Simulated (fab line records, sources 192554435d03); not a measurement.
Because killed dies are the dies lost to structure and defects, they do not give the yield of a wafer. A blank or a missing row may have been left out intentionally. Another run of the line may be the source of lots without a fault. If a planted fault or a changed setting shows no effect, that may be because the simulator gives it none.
fab line records + flow n5-finfet
record
- lots=10
- wafers=30
- last-day=21
route steps=1938 shown MIM_TOP@1836 MIM_BOT_ETCH@1868 TV_LITHO@1886 TV_OPEN@1888
lots untouched by any fault: they come from a run of this same line in which no faults occurred
start-h: hours from the record's first day to the start of the lot's first wafer shown + wait-h: hours elapsed since this lot's preceding step + " repeats the value in the row above + L1.1+2: several wafers, shown together as one row + - no value, or no start given + * or withheld: withheld + < > ~ a bound
route shown NAME@n: names a module that has steps shown in the file, with the first one's number in the route + usual: mean and standard deviation over wafers with no fault + same: alike in all rows + chamber/n: place in a boat + sites: each site's reading + _std_site: standard deviation of those values + _edge_site: mean of outer sites minus mean of inner sites + radius-mm: how far each site lies from the wafer's centre + mask NAME#n: copy n + behind: the most recent tool/chamber to have shaped the wafer + hold: why the lot was held/for how many hours/how that ended + device: the n, p or np transistor that did not switch + end of line: at the end of the route, the tests of the same wafers + step lacking rows: just its recipe + killed: at the first sort, the dies lost to defects and structure; wafer yield is something else + map: a wafer's dies, x killed, . not, _ none there
set.NAME: the setting as run; set.NAME@STEP: as run at that earlier step + model.NAME: the simulator's own value behind a step, which no gauge read
a sample of lots followed through the steps of the route, with each step as a table and each wafer as a row
services: a tool's chamber out of use, with start hour (start-h, from the record's first day; less than 0 if before it), hours out, and reason
## steps
# step N5_MIM_TOP_ALD_02
# recipe
- material=Al2O3
- target-thk-a=*
- temp-c=withheld
- ald-precursor-family=TMA
- ald-co-reactant=O3
- pulse-time-s=withheld
- purge-time-s=3
- co-reactant-purge-time-s=withheld
- co-reactant-pulse-time-s=3
- ald-cycles=withheld
# usual
- precursor-pulse-height-rel=1.001/0.02
| lot.wafer | tool      | chamber | start-h | wait-h | precursor-pulse-height-rel |
|-----------|-----------|---------|---------|--------|----------------------------|
| L581.3    | ald-hk-02 | 0       | -       | -      | 0.998                      |
| L581.4    | "         | 3       | "       | "      | 0.980                      |
| L581.6    | "         | 0       | "       | "      | 0.973                      |
| L583.1    | ald-hk-01 | 3       | -       | -      | 0.997                      |
| L583.4    | "         | 1       | "       | "      | 0.983                      |
| L583.6    | "         | 2       | "       | "      | 0.989                      |
| L584.3    | ald-hk-01 | 1       | -       | -      | 0.957                      |
| L584.5    | "         | 1       | "       | "      | 1.017                      |
| L584.6    | "         | 2       | "       | "      | 0.988                      |
| L590.2    | ald-hk-02 | 0       | -       | -      | 0.945                      |
| L590.3    | "         | 3       | "       | "      | 1.020                      |
| L590.4    | "         | 2       | "       | "      | 0.994                      |
| L591.2    | ald-hk-03 | 1       | -       | -      | 1.004                      |
| L591.4    | "         | 2       | "       | "      | 0.982                      |
| L591.5    | "         | 3       | "       | "      | 0.980                      |
| L595.3    | ald-hk-03 | 0       | -       | -      | 1.013                      |
| L595.5    | "         | 3       | "       | "      | 1.004                      |
| L595.6    | "         | 2       | "       | "      | 1.020                      |
| L598.1    | ald-hk-01 | 0       | -       | -      | 0.975                      |
| L598.2    | "         | 3       | "       | "      | 1.003                      |
| L598.4    | "         | 2       | "       | "      | 1.039                      |
| L599.1    | ald-hk-02 | 2       | -       | -      | 1.012                      |
| L599.4    | "         | 0       | "       | "      | 0.998                      |
| L599.6    | "         | 1       | "       | "      | 0.969                      |
| L603.2    | ald-hk-03 | 2       | -       | -      | 0.984                      |
| L603.3    | "         | 0       | "       | "      | 0.998                      |
| L603.4    | "         | 3       | "       | "      | 1.010                      |
| L602.2    | ald-hk-03 | 0       | -       | -      | 0.991                      |
| L602.3    | "         | 2       | "       | "      | 0.983                      |
| L602.5    | "         | 0       | "       | "      | 0.954                      |
# step N5_MIM_BOT_ETCH_ETCH_00
# recipe
- chemistry=Cl2/BCl3
- target=TiN
- target-depth-a=455
- ion-energy-ev=150
- pressure-mtorr=10
- icp-w=1000
- bias-w=126
- Cl2_flow_sccm=53.25
- bcl3-flow-sccm=21.75
- Ar_flow_sccm=25
# usual
- bias-w=126.0/0.35
- drypump-motor-current-A=5.7/0.42
- oes-product-au=0.80/0.08
- throttle-valve-pct=21.90/0.26
| lot.wafer | tool         | chamber | start-h | wait-h | bias-w | drypump-motor-current-A | oes-product-au | rf-hours-counter-h | throttle-valve-pct |
|-----------|--------------|---------|---------|--------|--------|-------------------------|----------------|--------------------|--------------------|
| L581.3    | rie-metal-01 | 0       | 329.21  | 0.1    | 125.5  | 5.0                     | 0.78           | -                  | 21.84              |
| L581.4    | "            | 1       | "       | "      | 126.4  | 5.9                     | 0.89           | -                  | 21.55              |
| L581.6    | "            | 1       | "       | "      | 126.1  | 5.9                     | 0.88           | -                  | 21.58              |
| L583.1    | rie-metal-02 | 1       | 341.37  | 0.1    | 125.5  | 6.1                     | 0.90           | 11                 | 22.07              |
| L583.4    | "            | 1       | "       | "      | 125.9  | 6.0                     | 0.91           | -                  | 22.07              |
| L583.6    | "            | 1       | "       | "      | 125.9  | 6.1                     | 0.90           | -                  | 22.09              |
| L584.3    | rie-metal-03 | 0       | 349.46  | 0.1    | 126.1  | 5.8                     | 0.76           | -                  | 21.63              |
| L584.5    | "            | 0       | "       | "      | 127.0  | 5.8                     | 0.77           | -                  | 21.60              |
| L584.6    | "            | 1       | "       | "      | 126.5  | 5.6                     | 0.72           | -                  | 21.98              |
| L590.2    | rie-metal-03 | 0       | 378.78  | 0.1    | 125.7  | 5.7                     | 0.77           | 57                 | 21.63              |
| L590.3    | "            | 0       | "       | "      | 125.9  | 5.7                     | 0.76           | -                  | 21.62              |
| L590.4    | "            | 1       | "       | "      | 126.3  | 5.7                     | 0.70           | -                  | 21.99              |
| L591.2    | rie-metal-02 | 1       | 407.85  | 0.1    | 126.1  | 6.0                     | 0.88           | 17                 | 22.07              |
| L591.4    | "            | 1       | "       | "      | 126.2  | 6.0                     | 0.87           | -                  | 22.09              |
| L591.5    | "            | 0       | "       | "      | 126.1  | 6.2                     | 0.66           | -                  | 22.46              |
| L595.3    | rie-metal-02 | 1       | 416.32  | 0.2    | 125.6  | 6.0                     | 0.87           | -                  | 22.09              |
| L595.5    | "            | 1       | "       | "      | 125.6  | 6.0                     | 0.85           | -                  | 22.11              |
| L595.6    | "            | 1       | "       | "      | 126.0  | 6.1                     | 0.86           | -                  | 22.08              |
| L598.1    | rie-metal-01 | 1       | 426.56  | 0.1    | 125.9  | 5.9                     | 0.84           | 19                 | 21.58              |
| L598.2    | "            | 0       | "       | "      | 126.1  | 5.0                     | 0.76           | 57                 | 21.87              |
| L598.4    | "            | 0       | "       | "      | 126.0  | 5.0                     | 0.76           | -                  | 21.87              |
| L599.1    | rie-metal-01 | 0       | 456.58  | 0.1    | 126.2  | 5.0                     | 0.75           | 60                 | 21.87              |
| L599.4    | "            | 1       | "       | "      | 125.8  | 5.9                     | 0.82           | -                  | 21.62              |
| L599.6    | "            | 1       | "       | "      | 125.9  | 5.9                     | 0.83           | -                  | 21.62              |
| L603.2    | rie-metal-02 | 0       | 468.75  | 0.1    | 126.0  | 6.2                     | 0.95           | 3                  | 22.12              |
| L603.3    | "            | 1       | "       | "      | 125.8  | 6.0                     | 0.84           | -                  | 22.10              |
| L603.4    | "            | 0       | "       | "      | 126.1  | 6.2                     | 0.95           | -                  | 22.12              |
| L602.2    | rie-metal-03 | 0       | 499.53  | 0.1    | 125.6  | 5.7                     | 0.73           | 71                 | 21.65              |
| L602.3    | "            | 1       | "       | "      | 126.2  | 5.7                     | 0.93           | -                  | 22.30              |
| L602.5    | "            | 0       | "       | "      | 126.0  | 5.7                     | 0.73           | -                  | 21.66              |
# step N5_PASSIVATION_DESCUM_12
# recipe
- chemistry=O2
- time-s=7.9
- source-power-w=50
- bias-power-w=20
- pressure-mtorr=20
- rf-frequency-hz=2.712e+07
- temp-c=40
- o2-flow-sccm=225
# usual
- drypump-motor-current-A=5.7/0.37
- oes-product-au=0.82/0.085
- rf-vpp-V=243.0/1.6
- showerhead-plenum-p-Torr=2.09/0.082
- throttle-valve-pct=20.33/0.26
| lot.wafer | tool        | chamber | start-h | wait-h | drypump-motor-current-A | oes-product-au | rf-hours-counter-h | rf-vpp-V | showerhead-plenum-p-Torr | throttle-valve-pct |
|-----------|-------------|---------|---------|--------|-------------------------|----------------|--------------------|----------|--------------------------|--------------------|
| L581.3    | rie-diel-06 | 2       | 330.36  | 0.0    | 5.2                     | 0.82           | 68                 | 242.1    | 2.10                     | 19.90              |
| L581.4    | "           | 3       | "       | "      | 5.4                     | 0.85           | 73                 | 243.0    | 2.00                     | 20.14              |
| L581.6    | "           | 3       | "       | "      | 5.4                     | 0.84           | -                  | 242.5    | 2.00                     | 20.15              |
| L583.1    | rie-diel-06 | 0       | 342.85  | 0.0    | 6.2                     | 0.76           | 137                | 243.7    | 2.10                     | 20.33              |
| L583.4    | "           | 3       | "       | "      | 5.5                     | 0.84           | 77                 | 243.0    | 2.00                     | 20.15              |
| L583.6    | "           | 3       | "       | "      | 5.4                     | 0.84           | -                  | 242.2    | 2.00                     | 20.15              |
| L584.3    | rie-diel-02 | 2       | 352.64  | 0.1    | 5.6                     | 0.73           | 190                | 240.6    | 1.91                     | 20.59              |
| L584.5    | "           | 3       | "       | "      | 5.9                     | 0.70           | -                  | 243.5    | 2.18                     | 20.68              |
| L584.6    | "           | 0       | "       | "      | 5.7                     | 0.91           | -                  | 243.5    | 2.06                     | 20.55              |
| L590.2    | rie-diel-06 | 2       | 385.89  | 0.0    | 5.2                     | 0.81           | 83                 | 243.1    | 2.09                     | 19.92              |
| L590.3    | "           | 0       | "       | "      | 6.2                     | 0.75           | 149                | 245.1    | 2.09                     | 20.34              |
| L590.4    | "           | 3       | "       | "      | 5.4                     | 0.83           | 90                 | 241.4    | 1.99                     | 20.18              |
| L591.2    | rie-diel-06 | 0       | 412.32  | 0.0    | 6.3                     | 0.75           | 156                | 242.3    | 2.09                     | 20.36              |
| L591.4    | "           | 3       | "       | "      | 5.4                     | 0.82           | 97                 | 242.7    | 1.99                     | 20.19              |
| L591.5    | "           | 1       | "       | "      | 5.5                     | 0.94           | -                  | 243.5    | 2.13                     | 20.05              |
| L595.3    | rie-diel-02 | 1       | 419.80  | 1.0    | 5.4                     | 0.73           | 198                | 241.3    | 2.00                     | 20.34              |
| L595.5    | "           | 1       | "       | "      | 5.4                     | 0.73           | -                  | 240.1    | 2.00                     | 20.32              |
| L595.6    | "           | 2       | "       | "      | 5.7                     | 0.72           | -                  | 239.2    | 1.91                     | 20.61              |
| L598.1    | rie-diel-03 | 0       | 429.80  | 0.6    | 6.2                     | 0.76           | 191                | 243.0    | 2.10                     | 20.36              |
| L598.2    | "           | 2       | "       | "      | 6.3                     | 0.80           | 138                | 245.2    | 2.17                     | 20.30              |
| L598.4    | "           | 0       | "       | "      | 6.2                     | 0.75           | -                  | 242.9    | 2.10                     | 20.36              |
| L599.1    | rie-diel-02 | 2       | 461.78  | 0.4    | 5.7                     | 0.70           | 226                | 239.7    | 1.90                     | 20.64              |
| L599.4    | "           | 0       | "       | "      | 5.8                     | 0.86           | 70                 | 241.3    | 2.05                     | 20.62              |
| L599.6    | "           | 0       | "       | "      | 5.8                     | 0.86           | -                  | 242.9    | 2.05                     | 20.60              |
| L603.2    | rie-diel-02 | 1       | 470.69  | 0.3    | 5.4                     | 0.71           | 217                | 240.9    | 1.99                     | 20.36              |
| L603.3    | "           | 3       | "       | "      | 5.9                     | 1.00           | 4                  | 243.4    | 2.17                     | 20.17              |
| L603.4    | "           | 2       | "       | "      | 5.6                     | 0.70           | 229                | 241.0    | 1.90                     | 20.64              |
| L602.2    | rie-diel-02 | 0       | 502.39  | 0.4    | 5.8                     | 0.84           | 82                 | 244.2    | 2.05                     | 20.62              |
| L602.3    | "           | 1       | "       | "      | 5.4                     | 0.70           | 227                | 239.7    | 1.99                     | 20.38              |
| L602.5    | "           | 3       | "       | "      | 5.8                     | 0.96           | -                  | 244.3    | 2.16                     | 20.19              |
# step N5_PASSIVATION_VIA_ETCH_13
# recipe
- chemistry=CHF3/O2
- target=SiO2
- target-depth-a=6600
- CHF3_flow_sccm=50
- O2_flow_sccm=5
- Ar_flow_sccm=200
- time-s=330
- mask-material=PR
- pressure-mtorr=30
- source-w=650
- bias-w=170
- ion-energy-ev=200
- ends=cleared
# usual
- bias-w=170.0/0.52
- drypump-motor-current-A=5.7/0.37
- etch-rf-on-time-s=231/6.7
- oes-product-au=0.73/0.073
- rf-vpp-V=520/11
- showerhead-plenum-p-Torr=2.40/0.084
- throttle-valve-pct=18.78/0.2
| lot.wafer | tool        | chamber | start-h | wait-h | bias-w | drypump-motor-current-A | etch-rf-on-time-s | oes-product-au | rf-hours-counter-h | rf-vpp-V | showerhead-plenum-p-Torr | throttle-valve-pct |
|-----------|-------------|---------|---------|--------|--------|-------------------------|-------------------|----------------|--------------------|----------|--------------------------|--------------------|
| L581.3    | rie-diel-06 | 2       | 330.52  | 0.0    | 169.9  | 5.2                     | 234               | 0.74           | 68                 | 499      | 2.46                     | 18.59              |
| L581.4    | "           | 3       | "       | "      | 170.1  | 5.4                     | 232               | 0.75           | 73                 | 535      | 2.35                     | 18.90              |
| L581.6    | "           | 3       | "       | "      | 170.1  | 5.4                     | 238               | 0.75           | -                  | 534      | 2.35                     | 18.89              |
| L583.1    | rie-diel-06 | 0       | 343.01  | 0.0    | 169.9  | 6.2                     | 228               | 0.68           | 137                | 510      | 2.40                     | 18.69              |
| L583.4    | "           | 3       | "       | "      | 170.6  | 5.4                     | 235               | 0.75           | 77                 | 535      | 2.35                     | 18.92              |
| L583.6    | "           | 3       | "       | "      | 170.2  | 5.4                     | 237               | 0.74           | -                  | 534      | 2.35                     | 18.91              |
| L584.3    | rie-diel-02 | 2       | 352.79  | 0.0    | 169.9  | 5.6                     | 232               | 0.66           | 191                | 513      | 2.22                     | 19.08              |
| L584.5    | "           | 3       | "       | "      | 169.6  | 5.9                     | 238               | 0.63           | -                  | 535      | 2.46                     | 18.85              |
| L584.6    | "           | 0       | "       | "      | 170.8  | 5.8                     | 236               | 0.83           | -                  | 511      | 2.38                     | 18.93              |
| L590.2    | rie-diel-06 | 2       | 386.05  | 0.0    | 168.7  | 5.2                     | 233               | 0.73           | 83                 | 498      | 2.45                     | 18.60              |
| L590.3    | "           | 0       | "       | "      | 122.1  | 6.2                     | 258               | 0.63           | 149                | 390      | 2.39                     | 18.71              |
| L590.4    | "           | 3       | "       | "      | 169.5  | 5.4                     | 229               | 0.73           | 90                 | 534      | 2.34                     | 18.94              |
| L591.2    | rie-diel-06 | 2       | 412.48  | 0.0    | 170.3  | 5.2                     | 234               | 0.72           | 91                 | 499      | 2.45                     | 18.62              |
| L591.4    | "           | 0       | "       | "      | 122.6  | 6.2                     | 261               | 0.63           | 156                | 391      | 2.39                     | 18.70              |
| L591.5    | "           | 2       | "       | "      | 169.9  | 5.2                     | 241               | 0.72           | -                  | 499      | 2.45                     | 18.62              |
| L595.3    | rie-diel-02 | 1       | 419.96  | 0.0    | 169.5  | 5.4                     | 237               | 0.65           | 198                | 527      | 2.31                     | 18.80              |
| L595.5    | "           | 1       | "       | "      | 169.5  | 5.4                     | 237               | 0.65           | -                  | 528      | 2.31                     | 18.78              |
| L595.6    | "           | 2       | "       | "      | 170.2  | 5.7                     | 236               | 0.65           | -                  | 513      | 2.22                     | 19.11              |
| L598.1    | rie-diel-03 | 0       | 429.96  | 0.0    | 170.2  | 6.1                     | 213               | 0.69           | 191                | 533      | 2.37                     | 18.56              |
| L598.2    | "           | 2       | "       | "      | 169.8  | 6.2                     | 230               | 0.72           | 139                | 523      | 2.49                     | 18.70              |
| L598.4    | "           | 0       | "       | "      | 170.1  | 6.1                     | 220               | 0.69           | -                  | 534      | 2.38                     | 18.56              |
| L599.1    | rie-diel-02 | 2       | 461.94  | 0.0    | 169.8  | 5.6                     | 236               | 0.64           | 226                | 512      | 2.21                     | 19.15              |
| L599.4    | "           | 0       | "       | "      | 169.9  | 5.8                     | 238               | 0.77           | 70                 | 514      | 2.37                     | 18.96              |
| L599.6    | "           | 0       | "       | "      | 169.8  | 5.8                     | 235               | 0.77           | -                  | 510      | 2.37                     | 18.97              |
| L603.2    | rie-diel-02 | 1       | 470.85  | 0.0    | 170.3  | 5.4                     | 232               | 0.64           | 217                | 526      | 2.30                     | 18.83              |
| L603.3    | "           | 3       | "       | "      | 170.1  | 5.9                     | 227               | 0.88           | 4                  | 536      | 2.45                     | 18.40              |
| L603.4    | "           | 2       | "       | "      | 169.9  | 5.7                     | 237               | 0.64           | 229                | 513      | 2.21                     | 19.14              |
| L602.2    | rie-diel-02 | 0       | 502.54  | 0.0    | 170.5  | 5.8                     | 232               | 0.76           | 82                 | 511      | 2.36                     | 19.01              |
| L602.3    | "           | 1       | "       | "      | 169.8  | 5.4                     | 238               | 0.63           | 227                | 526      | 2.30                     | 18.83              |
| L602.5    | "           | 3       | "       | "      | 169.0  | 5.9                     | 235               | 0.84           | -                  | 535      | 2.44                     | 18.42              |
## services
| tool         | chamber | start-h | hours | kind                          |
|--------------|---------|---------|-------|-------------------------------|
| rie-metal-03 | -       | 319.56  | 0.5   | repair                        |
| rie-diel-03  | 1       | 329.37  | 6.6   | repair                        |
| rie-metal-02 | -       | 338.13  | 0.9   | repair                        |
| rie-diel-03  | 1       | 340.94  | 8.2   | repair                        |
| rie-diel-03  | 0       | 353.27  | 4.3   | repair                        |
| rie-diel-02  | 0       | 384.42  | 8.9   | repair                        |
| rie-diel-02  | 1       | 402.36  | 6.6   | repair                        |
| rie-diel-02  | 2       | 408.53  | 8.2   | repair                        |
| rie-metal-02 | 0       | 413.65  | -     | clean                         |
| rie-metal-02 | 0       | 413.65  | 19.9  | scheduled-down                |
| rie-metal-02 | 0       | 413.65  | 19.9  | vent-cycle                    |
| rie-diel-06  | -       | 416.45  | 15.6  | pm                            |
| rie-diel-03  | 1       | 423.86  | 10.7  | repair                        |
| rie-diel-02  | 3       | 433.54  | -     | clean                         |
| rie-diel-02  | 3       | 433.54  | -     | consumable-replace:focus-ring |
| rie-diel-02  | 3       | 433.54  | 21.6  | scheduled-down                |
| rie-diel-02  | 3       | 433.54  | 21.6  | vent-cycle                    |
| rie-diel-03  | 2       | 433.58  | 1.2   | repair                        |
| ald-hk-01    | -       | 441.50  | 22.4  | repair                        |
| rie-metal-03 | 1       | 459.02  | -     | clean                         |
| rie-metal-03 | 1       | 459.02  | 21.1  | scheduled-down                |
| rie-metal-03 | 1       | 459.02  | 21.1  | vent-cycle                    |
| rie-metal-02 | 1       | 459.45  | 3.8   | repair                        |
## key
first-sign
- step=N5_PASSIVATION_VIA_ETCH_13
- reading=bias-w
- direction=down
- sigmas=91
- usual=*
- struck=*
effect
- step=N5_PASSIVATION_VIA_ETCH_13
- reading=rf-vpp-V
- direction=down
- sigmas=12
- usual=520
- struck=391
met-at N5_PASSIVATION_VIA_ETCH_13
struck-lots L590,L591
struck-wafers L590.3,L591.4
not-acting-at N5_MIM_TOP_ALD_02,N5_MIM_BOT_ETCH_ETCH_00,N5_PASSIVATION_DESCUM_12
onset-between 343.01 386.05
fault
- kind=process-parameter-drift
- tool=rie-diel-06
- chamber=0
- onset-h=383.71
- steps=N5_PASSIVATION_VIA_ETCH_13
- channel=bias-w
- offset=*
- shape=step
- end-h=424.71
- acts-in=*
- stated=*
